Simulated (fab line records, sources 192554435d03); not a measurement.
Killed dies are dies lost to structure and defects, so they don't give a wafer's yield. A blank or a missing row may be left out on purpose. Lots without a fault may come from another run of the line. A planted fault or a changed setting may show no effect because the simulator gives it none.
Which tool did it? | flow n5_finfet | 23 lots, 69 wafers sampled, at 5 steps of a route of 1938

WHAT THE GAUGES READ, wafer by wafer
N5_BEOL_M10_CD_MEAS_18: pitch 140 nm, target cd 70 nm. Usual: cd_nm 70.3 nm, standard deviation 0.57.
lot  | measured     | on        | cd_nm (nm)     | flag
L077 | day 10 11:29 | cd_sem-01 | 70.0 69.8 69.0 |
L076 | day 10 17:04 | cd_sem-03 | 70.3 71.4 70.2 |
L075 | day 10 19:28 | cd_sem-03 | 70.7 70.3 70.4 |
L078 | day 10 23:04 | cd_sem-02 | 70.6 70.2 70.2 |
L079 | day 11 05:49 | cd_sem-02 | 71.8 70.2 70.5 |
L080 | day 11 05:47 | cd_sem-01 | 69.0 70.3 69.6 |
L081 | day 11 06:19 | cd_sem-03 | 70.1 70.1 70.2 |
L082 | day 11 17:16 | cd_sem-03 | 70.5 69.9 69.6 |
L083 | day 12 03:13 | cd_sem-01 | 71.1 70.7 69.8 |
L085 | day 12 14:28 | cd_sem-02 | 70.0 69.8 71.1 |
L088 | day 13 11:51 | cd_sem-02 | 70.8 71.0 71.5 |
L086 | day 13 12:08 | cd_sem-03 | 70.6 71.0 70.4 |
L084 | day 13 12:18 | cd_sem-03 | 69.8 69.8 69.9 |
L090 | day 13 12:30 | cd_sem-02 | 70.5 69.8 70.4 |
L087 | day 13 12:39 | cd_sem-03 | 70.1 69.7 70.2 |
L089 | day 13 16:34 | cd_sem-02 | 70.0 69.8 70.5 |
L091 | day 14 05:23 | cd_sem-02 | 70.5 71.0 71.2 |
L092 | day 14 15:09 | cd_sem-02 | 70.6 70.4 69.8 |
L093 | day 14 23:32 | cd_sem-02 | 70.5 70.1 69.8 |
L094 | day 15 00:29 | cd_sem-03 | 70.6 69.9 71.3 |
L096 | day 15 07:53 | cd_sem-03 | 71.1 70.9 71.3 |
L095 | day 15 08:10 | cd_sem-03 | 70.6 70.8 70.6 |
L097 | day 16 09:32 | cd_sem-03 | 69.7 70.1 69.2 |

WHICH TOOL RAN EACH LOT (tool, then ch and the chambers of the sampled wafers, then the start)
lot  | N5_BEOL_M10_ILD_DEP_00          | N5_BEOL_M10_CURE_71           | N5_BEOL_M10_DESCUM_16              | N5_BEOL_M10_ETCH_62
L077 | pecvd-02 ch 0,2, day 10 07:56   | uv_cure-01 ch 1, day 10 08:35 | rie_diel-05 ch 1,2, day 10 10:59   | rie_diel-05 ch 1,2, day 10 11:04
L076 | pecvd-04 ch 0,2, day 10 13:45   | uv_cure-03 ch 1, day 10 13:59 | rie_diel-04 ch 0,2,3, day 10 16:37 | rie_diel-04 ch 0,2,3, day 10 16:42
L075 | pecvd-02 ch 0,1, day 10 16:13   | uv_cure-02 ch 0, day 10 16:26 | rie_diel-04 ch 1,2, day 10 18:47   | rie_diel-04 ch 1,2, day 10 18:52
L078 | pecvd-04 ch 0,1, day 10 20:17   | uv_cure-02 ch 2, day 10 20:26 | rie_diel-04 ch 1,3, day 10 22:28   | rie_diel-04 ch 1,3, day 10 22:32
L079 | pecvd-02 ch 0,1,2, day 11 01:37 | uv_cure-01 ch 0, day 11 02:01 | rie_diel-04 ch 1,3, day 11 05:16   | rie_diel-04 ch 1,3, day 11 05:21
L080 | pecvd-02 ch 0,1,2, day 11 02:05 | uv_cure-03 ch 2, day 11 02:10 | rie_diel-02 ch 0,1, day 11 05:15   | rie_diel-02 ch 0,1, day 11 05:20
L081 | pecvd-04 ch 0,1, day 11 02:52   | uv_cure-02 ch 0, day 11 02:56 | rie_diel-04 ch 1,2,3, day 11 05:50 | rie_diel-04 ch 1,2,3, day 11 05:56
L082 | pecvd-04 ch 0,1,2, day 11 14:16 | uv_cure-01 ch 1, day 11 14:21 | rie_diel-05 ch 0,3, day 11 16:44   | rie_diel-05 ch 0,3, day 11 16:49
L083 | pecvd-02 ch 0,2, day 11 23:56   | uv_cure-02 ch 1, day 12 00:00 | rie_diel-05 ch 0,2,3, day 12 02:43 | rie_diel-05 ch 0,2,3, day 12 02:48
L085 | pecvd-04 ch 0,2, day 12 12:17   | uv_cure-02 ch 0, day 12 12:26 | rie_diel-02 ch 2,3, day 12 14:01   | rie_diel-02 ch 2,3, day 12 14:06
L088 | pecvd-04 ch 1,2, day 13 08:20   | uv_cure-01 ch 0, day 13 08:29 | rie_diel-02 ch 0,1,2, day 13 11:24 | rie_diel-02 ch 0,1,2, day 13 11:29
L086 | pecvd-04 ch 0,1,2, day 13 08:35 | uv_cure-03 ch 2, day 13 08:40 | rie_diel-02 ch 0,2,3, day 13 11:39 | rie_diel-02 ch 0,2,3, day 13 11:44
L084 | pecvd-02 ch 1,2, day 13 08:37   | uv_cure-02 ch 2, day 13 08:43 | rie_diel-04 ch 0,2, day 13 11:49   | rie_diel-04 ch 0,2, day 13 11:55
L090 | pecvd-01 ch 1,2, day 13 08:51   | uv_cure-01 ch 0, day 13 09:01 | rie_diel-02 ch 0,2,3, day 13 11:59 | rie_diel-02 ch 0,2,3, day 13 12:04
L087 | pecvd-02 ch 1,2, day 13 09:21   | uv_cure-02 ch 2, day 13 09:26 | rie_diel-05 ch 0,1, day 13 12:11   | rie_diel-05 ch 0,1, day 13 12:16
L089 | pecvd-02 ch 1,2, day 13 13:28   | uv_cure-03 ch 1, day 13 13:42 | rie_diel-02 ch 0,2,3, day 13 16:07 | rie_diel-02 ch 0,2,3, day 13 16:12
L091 | pecvd-04 ch 0,1, day 14 01:53   | uv_cure-01 ch 0, day 14 01:58 | rie_diel-02 ch 1,2, day 14 04:53   | rie_diel-02 ch 1,2, day 14 04:59
L092 | pecvd-04 ch 0,2, day 14 11:52   | uv_cure-02 ch 1, day 14 12:01 | rie_diel-05 ch 0,1, day 14 14:40   | rie_diel-05 ch 0,1, day 14 14:46
L093 | pecvd-04 ch 0,1,2, day 14 20:30 | uv_cure-02 ch 2, day 14 20:44 | rie_diel-02 ch 0,1,3, day 14 23:05 | rie_diel-02 ch 0,1,3, day 14 23:11
L094 | pecvd-01 ch 0,1,2, day 14 20:53 | uv_cure-01 ch 0, day 14 21:44 | rie_diel-04 ch 0,1,2, day 15 00:02 | rie_diel-04 ch 0,1,2, day 15 00:07
L096 | pecvd-02 ch 0,1,2, day 15 04:02 | uv_cure-03 ch 2, day 15 04:07 | rie_diel-04 ch 1,2, day 15 07:26   | rie_diel-04 ch 1,2, day 15 07:31
L095 | pecvd-04 ch 0,1, day 15 04:19   | uv_cure-02 ch 0, day 15 04:29 | rie_diel-02 ch 0,1, day 15 07:43   | rie_diel-02 ch 0,1, day 15 07:47
L097 | pecvd-02 ch 0,1,2, day 16 06:22 | uv_cure-02 ch 1, day 16 06:40 | rie_diel-05 ch 0,1,3, day 16 08:53 | rie_diel-05 ch 0,1,3, day 16 09:02
- N5_BEOL_M10_ILD_DEP_00: deposits SiCOH lowk from DEMS/porogen, target thk 308.51 nm, time 58 s.
- N5_BEOL_M10_CURE_71: cures SiCOH lowk, time 240 s.
- N5_BEOL_M10_DESCUM_16: chemistry O2, time 7.9 s.
- N5_BEOL_M10_ETCH_62: etches SOC in N2/H2, target depth 110 nm, overetch 22 nm, time 165 s.

WHAT THE TOOLS THEMSELVES READ (means of the sampled wafers that have a number; where no wafer has one, the mark that the record gives instead)
N5_BEOL_M10_ILD_DEP_00. Usual: heater_power_w 303 W, standard deviation 51; showerhead_plenum_p_Torr 5.747 Torr, standard deviation 0.018; throttle_valve_pct 13.7 %, standard deviation 0.73.
lot  | tool     | heater_power_w (W) | showerhead_plenum_p_Torr (Torr) | throttle_valve_pct (%) | flag
L077 | pecvd-02 | 385                | 5.732                           | 13.9                   |
L076 | pecvd-04 | 244                | 5.735                           | 12.8                   |
L075 | pecvd-02 | 343                | 5.754                           | 14.5                   |
L078 | pecvd-04 | 316                | 5.740                           | 13.8                   |
L079 | pecvd-02 | 310                | 5.754                           | 14.0                   |
L080 | pecvd-02 | 327                | 5.742                           | 14.0                   |
L081 | pecvd-04 | 299                | 5.752                           | 13.9                   |
L082 | pecvd-04 | 273                | 5.743                           | 13.4                   |
L083 | pecvd-02 | 351                | 5.736                           | 13.9                   |
L085 | pecvd-04 | 304                | 5.734                           | 13.4                   |
L088 | pecvd-04 | 261                | 5.751                           | 12.8                   |
L086 | pecvd-04 | 268                | 5.741                           | 13.5                   |
L084 | pecvd-02 | 346                | 5.740                           | 13.6                   |
L090 | pecvd-01 | 294                | 5.760                           | 14.3                   |
L087 | pecvd-02 | 318                | 5.745                           | 13.6                   |
L089 | pecvd-02 | 355                | 5.744                           | 13.5                   |
L091 | pecvd-04 | 266                | 5.771                           | 13.8                   |
L092 | pecvd-04 | 252                | 5.730                           | 12.8                   |
L093 | pecvd-04 | 285                | 5.744                           | 13.5                   |
L094 | pecvd-01 | 311                | 5.746                           | 13.9                   |
L096 | pecvd-02 | 338                | 5.747                           | 14.1                   |
L095 | pecvd-04 | 276                | 5.750                           | 13.9                   |
L097 | pecvd-02 | 349                | 5.741                           | 14.1                   |

N5_BEOL_M10_CURE_71. Usual: lamp_power_pct 52.31 %, standard deviation 0.058; wafer_temp_C_max 387.0, standard deviation 0.73.
lot  | tool       | lamp_power_pct (%) | wafer_temp_C_max | flag
L077 | uv_cure-01 | 52.37              | 387.5            |
L076 | uv_cure-03 | 52.24              | 388.0            |
L075 | uv_cure-02 | 52.38              | 387.0            |
L078 | uv_cure-02 | 52.31              | 386.9            |
L079 | uv_cure-01 | 52.33              | 386.1            |
L080 | uv_cure-03 | 52.32              | 387.9            |
L081 | uv_cure-02 | 52.35              | 387.4            |
L082 | uv_cure-01 | 52.29              | 387.6            |
L083 | uv_cure-02 | 52.29              | 386.8            |
L085 | uv_cure-02 | 52.31              | 387.2            |
L088 | uv_cure-01 | 52.30              | 386.3            |
L086 | uv_cure-03 | 52.28              | 387.8            |
L084 | uv_cure-02 | 52.32              | 387.1            |
L090 | uv_cure-01 | 52.30              | 386.4            |
L087 | uv_cure-02 | 52.38              | 386.7            |
L089 | uv_cure-03 | 52.26              | 387.5            |
L091 | uv_cure-01 | 52.29              | 385.8            |
L092 | uv_cure-02 | 52.30              | 386.6            |
L093 | uv_cure-02 | 52.28              | 386.9            |
L094 | uv_cure-01 | 52.25              | 385.8            |
L096 | uv_cure-03 | 52.29              | 388.0            |
L095 | uv_cure-02 | 52.28              | 387.0            |
L097 | uv_cure-02 | 52.32              | 386.7            |

N5_BEOL_M10_DESCUM_16. Usual: drypump_motor_current_A 5.4 A, standard deviation 0.38; o2_flow_sccm 224.9 sccm, standard deviation 0.61; oes_product_au 0.75 a.u., standard deviation 0.076; rf_vpp_V 242.9 V, standard deviation 1.6; showerhead_plenum_p_Torr 2.07 Torr, standard deviation 0.083; throttle_valve_pct 20.38 %, standard deviation 0.13.
lot  | tool        | drypump_motor_current_A (A) | o2_flow_sccm (sccm) | oes_product_au (a.u.) | rf_vpp_V (V) | showerhead_plenum_p_Torr (Torr) | throttle_valve_pct (%) | flag
L077 | rie_diel-05 | 5.7                         | 224.9               | 0.72                  | 242.0        | 2.03                            | 20.42                  |
L076 | rie_diel-04 | 5.4                         | 225.0               | 0.75                  | 242.2        | 2.00                            | 20.40                  |
L075 | rie_diel-04 | 5.0                         | 224.8               | 0.80                  | 243.1        | 2.08                            | 20.44                  |
L078 | rie_diel-04 | 5.4                         | 224.8               | 0.70                  | 242.2        | 2.08                            | 20.48                  |
L079 | rie_diel-04 | 5.5                         | 224.6               | 0.69                  | 242.7        | 2.02                            | 20.40                  |
L080 | rie_diel-02 | 5.2                         | 224.7               | 0.79                  | 242.2        | 2.09                            | 20.34                  |
L081 | rie_diel-04 | 5.2                         | 224.7               | 0.75                  | 243.8        | 2.05                            | 20.42                  |
L082 | rie_diel-05 | 5.2                         | 225.0               | 0.80                  | 244.3        | 2.14                            | 20.11                  |
L083 | rie_diel-05 | 5.5                         | 225.4               | 0.77                  | 244.1        | 2.16                            | 20.24                  |
L085 | rie_diel-02 | 5.7                         | 224.5               | 0.74                  | 244.2        | 2.13                            | 20.44                  |
L088 | rie_diel-02 | 5.5                         | 224.9               | 0.73                  | 243.8        | 2.08                            | 20.43                  |
L086 | rie_diel-02 | 5.6                         | 224.4               | 0.73                  | 243.1        | 2.07                            | 20.44                  |
L084 | rie_diel-04 | 5.2                         | 225.5               | 0.77                  | 241.4        | 2.01                            | 20.48                  |
L090 | rie_diel-02 | 5.7                         | 224.2               | 0.74                  | 243.7        | 2.07                            | 20.44                  |
L087 | rie_diel-05 | 5.2                         | 225.0               | 0.74                  | 242.0        | 2.05                            | 20.19                  |
L089 | rie_diel-02 | 5.7                         | 225.2               | 0.74                  | 243.0        | 2.07                            | 20.45                  |
L091 | rie_diel-02 | 5.3                         | 223.9               | 0.76                  | 243.7        | 2.13                            | 20.38                  |
L092 | rie_diel-05 | 5.1                         | 224.6               | 0.73                  | 242.1        | 2.05                            | 20.21                  |
L093 | rie_diel-02 | 5.4                         | 225.1               | 0.76                  | 242.7        | 2.07                            | 20.40                  |
L094 | rie_diel-04 | 5.3                         | 225.7               | 0.81                  | 242.2        | 2.04                            | 20.44                  |
L096 | rie_diel-04 | 5.1                         | 224.8               | 0.89                  | 243.4        | 2.10                            | 20.37                  |
L095 | rie_diel-02 | 5.2                         | 224.5               | 0.75                  | 242.0        | 2.07                            | 20.40                  |
L097 | rie_diel-05 | 5.4                         | 225.6               | 0.74                  | 243.4        | 2.07                            | 20.28                  |

N5_BEOL_M10_ETCH_62. Usual: drypump_motor_current_A 5.4 A, standard deviation 0.38; oes_product_au 0.64 a.u., standard deviation 0.06; rf_vpp_V 523.2 V, standard deviation 2.8; showerhead_plenum_p_Torr 2.52 Torr, standard deviation 0.095; throttle_valve_pct 17.83 %, standard deviation 0.24.
lot  | tool        | drypump_motor_current_A (A) | oes_product_au (a.u.) | rf_vpp_V (V) | showerhead_plenum_p_Torr (Torr) | throttle_valve_pct (%) | flag
L077 | rie_diel-05 | 5.6                         | 0.61                  | 522.0        | 2.49                            | 17.98                  |
L076 | rie_diel-04 | 5.4                         | 0.63                  | 520.2        | 2.43                            | 17.82                  |
L075 | rie_diel-04 | 5.0                         | 0.68                  | 523.1        | 2.51                            | 17.73                  |
L078 | rie_diel-04 | 5.4                         | 0.59                  | 523.4        | 2.54                            | 17.95                  |
L079 | rie_diel-04 | 5.5                         | 0.59                  | 521.4        | 2.47                            | 17.90                  |
L080 | rie_diel-02 | 5.2                         | 0.66                  | 523.2        | 2.53                            | 17.72                  |
L081 | rie_diel-04 | 5.2                         | 0.63                  | 522.0        | 2.49                            | 17.81                  |
L082 | rie_diel-05 | 5.2                         | 0.68                  | 525.7        | 2.61                            | 17.54                  |
L083 | rie_diel-05 | 5.5                         | 0.66                  | 525.7        | 2.63                            | 17.72                  |
L085 | rie_diel-02 | 5.7                         | 0.63                  | 526.0        | 2.61                            | 17.93                  |
L088 | rie_diel-02 | 5.5                         | 0.62                  | 521.8        | 2.54                            | 17.93                  |
L086 | rie_diel-02 | 5.7                         | 0.62                  | 523.0        | 2.53                            | 17.96                  |
L084 | rie_diel-04 | 5.2                         | 0.66                  | 520.5        | 2.44                            | 17.79                  |
L090 | rie_diel-02 | 5.7                         | 0.63                  | 523.5        | 2.53                            | 17.98                  |
L087 | rie_diel-05 | 5.2                         | 0.63                  | 523.4        | 2.51                            | 17.69                  |
L089 | rie_diel-02 | 5.6                         | 0.62                  | 523.8        | 2.53                            | 17.97                  |
L091 | rie_diel-02 | 5.3                         | 0.65                  | 524.9        | 2.59                            | 17.73                  |
L092 | rie_diel-05 | 5.1                         | 0.63                  | 523.3        | 2.51                            | 17.71                  |
L093 | rie_diel-02 | 5.4                         | 0.65                  | 522.7        | 2.51                            | 17.81                  |
L094 | rie_diel-04 | 5.3                         | 0.68                  | 522.7        | 2.48                            | 17.81                  |
L096 | rie_diel-04 | 5.1                         | 0.74                  | 524.4        | 2.54                            | 17.65                  |
L095 | rie_diel-02 | 5.2                         | 0.64                  | 522.9        | 2.51                            | 17.77                  |
L097 | rie_diel-05 | 5.4                         | 0.63                  | 523.8        | 2.54                            | 17.83                  |

THE ANSWER, worked out from the rows above alone
Rule: a lot is off if the mean of its wafers that have a number lies more than 3 standard deviations from the usual mean. A lot without any number at a reading at which 4 lots or more have one is off too. The other lots that the step has rows for count as sound. The gauges are gone through in route order, then the tools' own readings, and for those a lot's mean is taken as printed above. The first step at which some lot is off is used, and at that step the reading that is off furthest; a lot without a number counts as furthest.
No lot is off at any reading shown: from this, nothing can be told.

WHAT THE SIMULATOR HAD PUT IN
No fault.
